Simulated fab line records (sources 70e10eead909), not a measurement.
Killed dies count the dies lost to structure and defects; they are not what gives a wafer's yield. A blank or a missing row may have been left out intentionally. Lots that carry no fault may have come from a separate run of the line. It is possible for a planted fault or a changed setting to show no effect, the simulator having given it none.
fab line records -- flow nand_harc
[record] lots = 5, wafers = 15, last_day = 33
route steps=1302 shown A_CHANNEL_FILL_D1@515 A_DECK1_JOINT@518 END@1302
lots untouched by any fault: they come from a run of this same line in which no faults occurred
start_h: the number of hours between the record's first day and the start of the first shown wafer of the lot -- wait_h: hours since the lot's step before -- " same as the row above -- L1.1+2: a row that stands for several wafers -- - no value, or no start was given -- * or withheld: withheld -- < > ~ a bound
route shown NAME@n: a module of which the file shows steps, and the number in the route of the first -- usual: mean and standard deviation over wafers with no fault -- same: alike in all rows -- chamber/n: place in a boat -- sites: readings site by site -- _std_site: their standard deviation -- _edge_site: the outer-site mean with the inner-site mean subtracted -- radius_mm: for every site, how far away it sits from the centre of the wafer -- mask NAME#n: copy n -- behind: tool/chamber where the wafer was last shaped -- hold: why the lot was held/for how many hours/how that ended -- device: transistor that didn't switch, given as n, p or np -- end of line: the same wafers' tests at the end of the route -- a step given without rows: its recipe and nothing more -- killed: count of dies lost to structure and defects at first sort (not the wafer's yield) -- map: the dies of a wafer, with x for killed, . for not killed, _ for no die there
set.NAME: the setting the step ran with; set.NAME@STEP: the setting that earlier step ran with -- model.NAME: the simulator's own value behind a step, which no gauge read
lots at some steps of the route; a table a step, a row a wafer
services: from which hour (start_h, from the record's first day; less than 0 if before it) a tool's chamber was out of use, for how many hours, and why
[[steps]]
[step NHARC_A_CHANNEL_FILL_D1_SRD_12]
[step NHARC_A_CHANNEL_FILL_D1_INSPECT_13]
[usual] raw_defect_count = 305/110
lot.wafer,tool,chamber,start_h,wait_h,raw_defect_count
L744.2,defect_inspect-01,-,253.42,0.0,434
L744.4,defect_inspect-01,-,253.42,0.0,252
L744.6,defect_inspect-01,-,253.42,0.0,194
L758.3,defect_inspect-02,-,385.79,0.0,271
L758.4,defect_inspect-02,-,385.79,0.0,590
L758.5,defect_inspect-02,-,385.79,0.0,353
L760.2,defect_inspect-02,-,405.89,0.0,458
L760.5,defect_inspect-02,-,405.89,0.0,422
L760.6,defect_inspect-02,-,405.89,0.0,185
L763.1,defect_inspect-02,-,440.17,0.0,445
L763.2,defect_inspect-02,-,440.17,0.0,224
L763.6,defect_inspect-02,-,440.17,0.0,355
L764.1,defect_inspect-01,-,453.86,0.0,162
L764.3,defect_inspect-01,-,453.86,0.0,298
L764.5,defect_inspect-01,-,453.86,0.0,431
[step NHARC_A_DECK1_JOINT_ETCHBACK_07]
[recipe] target_depth_a = 1050, time_s = 26.9, hbr_flow_sccm = 150, rf_w = 350, icp_w = 350, bias_w = 60, chemistry = HBr
[usual] bias_w = 60.02/0.19, drypump_motor_current_A = 5.8/0.59, oes_product_au = 1.000/0.01, throttle_valve_pct = 23.266/0.0092
lot.wafer,tool,chamber,start_h,wait_h,bias_w,drypump_motor_current_A,oes_product_au,rf_hours_counter_h,throttle_valve_pct
L744.2,rie_si-04,0,253.48,0.1,59.96,5.5,0.998,0.4,23.263
L744.4,rie_si-04,1,253.48,0.1,60.33,5.9,0.990,0.4,23.282
L744.6,rie_si-04,1,253.48,0.1,60.05,5.9,0.998,-,23.264
L758.4,rie_si-05,0,385.85,0.1,60.08,5.5,0.990,0.5,23.269
L758.3,rie_si-05,1,385.85,0.1,59.93,5.2,0.994,0.5,23.267
L758.5,rie_si-05,1,385.85,0.1,59.92,5.2,0.998,-,23.271
L760.2,rie_si-05,3,405.96,0.1,59.98,5.0,1.003,0.5,23.261
L760.5,rie_si-05,2,405.96,0.1,60.23,6.0,1.009,-,23.268
L760.6,rie_si-05,3,405.96,0.1,59.82,5.0,0.998,-,23.254
L763.1,rie_si-05,2,440.23,0.1,59.80,6.0,1.015,0.7,23.274
L763.2,rie_si-05,0,440.23,0.1,59.92,5.5,0.987,0.8,23.278
L763.6,rie_si-05,3,440.23,0.1,60.00,5.1,1.002,-,23.267
L764.3,rie_si-02,0,453.94,0.1,60.02,5.2,0.996,1.1,23.260
L764.1,rie_si-02,2,453.94,0.1,59.94,5.2,0.988,1.2,23.255
L764.5,rie_si-02,0,453.94,0.1,59.89,5.2,0.994,-,23.266
[step NHARC_A_DECK1_JOINT_ETCH_25]
[recipe] target_depth_a = 5, chemistry = dHF, material = SiO2
[step NHARC_A_DECK1_JOINT_ETCH_19]
[recipe] temp_c = 25, target_depth_a = 30, chemistry = TMAH, material = poly-Si
[step NHARC_A_DECK1_JOINT_ETCH_18]
[recipe] target_depth_a = 30, chemistry = dHF, material = SiO2
[step NHARC_A_DECK1_JOINT_WET_08]
[recipe] temp_c = 160, time_s = 86, chemistry = H3PO4
[step NHARC_A_DECK1_JOINT_ETCH_09]
[recipe] target_depth_a = 50, chemistry = dHF, material = SiO2
[step NHARC_A_DECK1_JOINT_WET_10]
[recipe] temp_c = 160, time_s = 86, chemistry = H3PO4
[step NHARC_A_DECK1_JOINT_ETCH_11]
[recipe] target_depth_a = 350, chemistry = dHF, material = SiO2
[step NHARC_A_DECK1_JOINT_CVD_12]
[recipe] target_thk_a = 900, temp_c = 620, pressure_mtorr = 200, time_s = 1800, material = poly-Si
[usual] spike_tc_bottom_C = 639.6/2, spike_tc_centre_C = 620.5/1.2, spike_tc_lower_C = 620.8/1.3, spike_tc_top_C = 640.6/1.3, spike_tc_upper_C = 619.5/1.5, tube_center_temp_C = 620/0.056
lot.wafer,tool,chamber,start_h,wait_h,spike_tc_bottom_C,spike_tc_centre_C,spike_tc_lower_C,spike_tc_top_C,spike_tc_upper_C,tube_center_temp_C
L744.2,lpcvd_poly-03,0,261.27,2.9,652.9,633.7,632.8,654.1,634.6,633.57
L744.4,lpcvd_poly-03,0,261.27,2.9,652.4,634.7,634.1,655.7,634.9,633.5
L744.6,lpcvd_poly-03,0,261.27,2.9,653.1,633.5,635.0,653.2,632.2,633.53
L758.3,lpcvd_poly-01,0,393.27,2.6,642.1,621.0,623.9,639.1,618.6,619.88
L758.4,lpcvd_poly-01,0,393.27,2.6,639.5,622.4,621.8,641.3,620.0,620.08
L758.5,lpcvd_poly-01,0,393.27,2.6,640.3,621.3,623.6,639.4,618.2,619.93
L760.2,lpcvd_poly-03,0,413.41,2.5,639.1,621.2,620.2,641.4,619.2,619.89
L760.5,lpcvd_poly-03,0,413.41,2.5,638.2,619.1,620.0,641.9,622.0,619.94
L760.6,lpcvd_poly-03,0,413.41,2.5,640.2,620.4,620.5,642.8,620.5,620.01
L763.1,lpcvd_poly-01,0,447.62,2.5,641.2,620.0,621.5,639.7,620.7,619.96
L763.2,lpcvd_poly-01,0,447.62,2.5,641.6,620.8,623.2,639.9,621.4,620.08
L763.6,lpcvd_poly-01,0,447.62,2.5,641.5,619.0,621.5,638.9,620.1,619.97
L764.1,lpcvd_poly-02,0,461.20,2.5,636.6,620.2,620.3,639.2,617.7,619.94
L764.3,lpcvd_poly-02,0,461.20,2.5,638.2,618.8,620.7,640.4,619.5,620
L764.5,lpcvd_poly-02,0,461.20,2.5,636.9,618.7,619.2,641.1,619.0,620.03
[step NHARC_A_DECK1_JOINT_CMP_13]
[recipe] target_thk_nm = 51.023
[usual] edge_zone_pressure_frac = 1.000/0.0045, motor_current_A = 11.4/1.2, retaining_ring_pressure_frac = 1.000/0.005, slurry_flow_ml_min = 150.0/0.45, time_to_endpoint_s = 8.7/2
lot.wafer,tool,chamber,start_h,wait_h,edge_zone_pressure_frac,motor_current_A,retaining_ring_pressure_frac,slurry_flow_ml_min,time_to_endpoint_s
L744.2,cmp-02,0,264.13,0.4,1.006,10.6,1.001,149.5,11.6
L744.4,cmp-02,3,264.13,0.4,1.001,13.9,1.002,150.2,12.2
L744.6,cmp-02,1,264.13,0.4,1.003,10.5,1.001,150.3,12.7
L758.3,cmp-01,3,396.15,0.4,0.998,9.9,1.006,150.7,8.2
L758.4,cmp-01,0,396.15,0.4,0.996,11.8,0.999,150.5,10.0
L758.5,cmp-01,1,396.15,0.4,0.999,9.5,0.998,149.6,10.8
L760.2,cmp-04,3,416.32,0.4,0.999,10.8,1.001,151.0,6.2
L760.5,cmp-04,2,416.32,0.4,1.001,11.7,1.003,150.2,8.5
L760.6,cmp-04,3,416.32,0.4,1.007,10.3,0.999,149.9,7.1
L763.1,cmp-02,2,450.50,0.4,0.997,12.6,1.001,150.3,9.4
L763.2,cmp-02,0,450.50,0.4,0.996,10.3,0.999,149.5,9.3
L763.6,cmp-02,2,450.50,0.4,1.000,12.9,0.994,149.8,7.2
L764.3,cmp-01,1,464.02,0.4,1.005,10.3,0.999,149.9,10.9
L764.1,cmp-01,0,464.02,0.4,0.998,12.0,0.997,149.5,6.8
L764.5,cmp-01,1,464.02,0.4,1.010,10.6,1.007,150.4,8.9
[step NHARC_END_SORT_01]
[recipe] temp_c = 25
[usual] killed_at_array = 54/17, killed_at_other = 1.0/1.4, killed_at_periphery = 3.6/2.1, killed_dies = 58/17, killed_open = 3.2/2, killed_short = 2.5/1.5
[same] gross_dies = 677
lot.wafer,tool,chamber,start_h,wait_h,killed_at_array,killed_at_other,killed_at_periphery,killed_dies,killed_open,killed_short
L744.2,prober-02,0,579.73,2.8,45,6,2,53,3,3
L744.4,prober-02,0,581.34,3.4,39,2,6,47,4,3
L744.6,prober-02,0,582.95,4.0,44,2,5,51,3,4
// killed by level:class
L744.2 A_SLIT:chamber_film_flake=24 A_CHANNEL_HOLE_D2:chamber_film_flake=8 THIN_TSV:chamber_film_flake=5 A_CONTACT:chamber_film_flake=4 A_CHANNEL_HOLE_D2:geometric_particle:short=2 A_STAIRCASE:chamber_film_flake=2 A_ONON_D1:geometric_particle:open=1 A_ONON_D2:geometric_particle:open=1
L744.4 A_SLIT:chamber_film_flake=18 A_CHANNEL_HOLE_D2:chamber_film_flake=7 A_STAIRCASE:chamber_film_flake=3 P_GATE:chamber_film_flake=2 P_M1:chamber_film_flake=2 A_CONTACT:chamber_film_flake=2 THIN_TSV:chamber_film_flake=2 P_M2:geometric_particle:short=1
L744.6 A_SLIT:chamber_film_flake=24 A_CHANNEL_HOLE_D2:chamber_film_flake=5 A_CONTACT:chamber_film_flake=5 A_STAIRCASE:chamber_film_flake=3 P_CONTACT:geometric_particle:open=2 P_GATE:chamber_film_flake=2 THIN_TSV:chamber_film_flake=2 A_DECK1_JOINT:geometric_particle:short=1
[[services]]
tool,chamber,start_h,hours,kind
cmp-02,-,232.50,4.0,pm
cmp-02,-,239.86,0.4,repair
cmp-01,-,254.32,4.8,repair
cmp-02,-,257.02,1.5,repair
rie_si-02,3,262.91,8.5,repair
cmp-01,-,264.11,0.5,repair
cmp-04,-,265.00,1.0,repair
cmp-04,-,267.25,0.5,repair
cmp-04,-,275.69,1.5,repair
rie_si-02,-,277.00,9.0,pm
cmp-01,-,287.77,4.0,pm
rie_si-05,1,293.44,1.9,repair
rie_si-05,-,305.00,9.0,pm
cmp-04,-,307.00,4.0,pm
rie_si-02,1,317.51,4.4,repair
cmp-02,-,330.50,4.0,pm
rie_si-04,-,342.00,9.0,pm
rie_si-05,-,379.79,1.4,repair
cmp-01,-,385.77,4.0,pm
lpcvd_poly-03,-,387.21,26.0,pm
cmp-01,-,413.61,3.9,repair
cmp-02,-,428.50,4.0,pm
cmp-01,-,449.08,0.7,repair
rie_si-05,-,455.55,5.3,repair
[[key]]
[first_sign] step = NHARC_A_DECK1_JOINT_CVD_12, reading = tube_center_temp_C, direction = up, sigmas = 99+, usual = *, struck = *
[effect] step = NHARC_A_DECK1_JOINT_CVD_12, reading = spike_tc_centre_C, direction = up, sigmas = 11, usual = 620.5, struck = 634.0
met_at NHARC_A_DECK1_JOINT_CVD_12
struck_wafers L744.2,L744.4,L744.6
tester_left_out L744
[fault] kind = process_parameter_drift, tool = lpcvd_poly-03, chamber = -, onset_h = 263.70, steps = NHARC_P_GATE_CVD_17,NHARC_A_SOURCE_PLATE_CVD_03,NHARC_A_CHANNEL_FILL_D1_CVD_18,NHARC_A_CHANNEL_FILL_D1_CVD_05,NHARC_A_CHANNEL_FILL_D1_CVD_09,NHARC_A_DECK1_JOINT_CVD_12,NHARC_A_CHANNEL_FILL_D2_CVD_18,NHARC_A_CHANNEL_FILL_D2_CVD_05,+2, channel = temp_c, offset = *, shape = step, end_h = 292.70
// tester_left_out: of these lots the tester's yield and bins aren't shown, on N5 and GAA mostly nor the transistor test; their killed dies are dies lost to structure and defects alone, not to doping, threshold or leakage, so they don't give the yield
